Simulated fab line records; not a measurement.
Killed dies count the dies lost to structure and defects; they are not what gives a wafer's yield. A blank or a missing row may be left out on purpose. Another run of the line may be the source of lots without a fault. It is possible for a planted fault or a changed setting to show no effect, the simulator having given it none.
Chamber matching ; flow n5-finfet ; N5_BEOL_M10_DEP_56 on pecvd-02 has 3 sister chambers
The step deposits SiCN from 3MS/NH3, target thk 15 nm, time 26.5 s. 6 wafers are shown with their chamber, then 10 later ones without.

EACH WAFER AND ITS CHAMBER
wafer;chamber;showerhead-vpp-V (V);throttle-valve-pct (%)
L084.6;2;786;8.9
L086.1;0;833;8.8
L086.2;1;972;8.4
L086.3;2;792;8.8
L086.4;1;953;8.6
L086.5;0;831;9.0

WAFERS WITH NO CHAMBER GIVEN
wafer;showerhead-vpp-V (V);throttle-valve-pct (%)
L086.6;785;9.0
L088.1;821;8.7
L088.3;791;8.8
L088.4;789;8.9
L092.2;789;8.8
L092.3;952;8.5
L092.4;792;8.9
L096.1;801;8.8
L096.3;944;8.7
L096.5;939;8.7

THE CHAMBER EACH PASSED THROUGH
wafer;from the rows above;in truth
L086.6;2;2
L088.1;can't be placed: 0 or 2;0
L088.3;2;2
L088.4;2;2
L092.2;2;2
L092.3;1;1
L092.4;2;2
L096.1;2;2
L096.3;1;1
L096.5;1;1
Correctly placed: 9 of 10. Can't be placed from these rows: 1 (the true chamber is among the candidates in 1). Placed wrongly: 0.
How it was worked out, from the rows above alone: a wafer's distance from a chamber is the root of the sum, over the readings, of the square of ((its reading less the chamber's mean) divided by the reading's scatter). The wafer belongs to the nearest chamber; if the next one is less than 2 further off, it can't be placed. The mean given for a chamber averages the wafers shown for that chamber. The scatter is the square root of a quotient: the sum, over the shown wafers, of each reading's squared deviation from its chamber's mean, divided by wafers minus chambers.
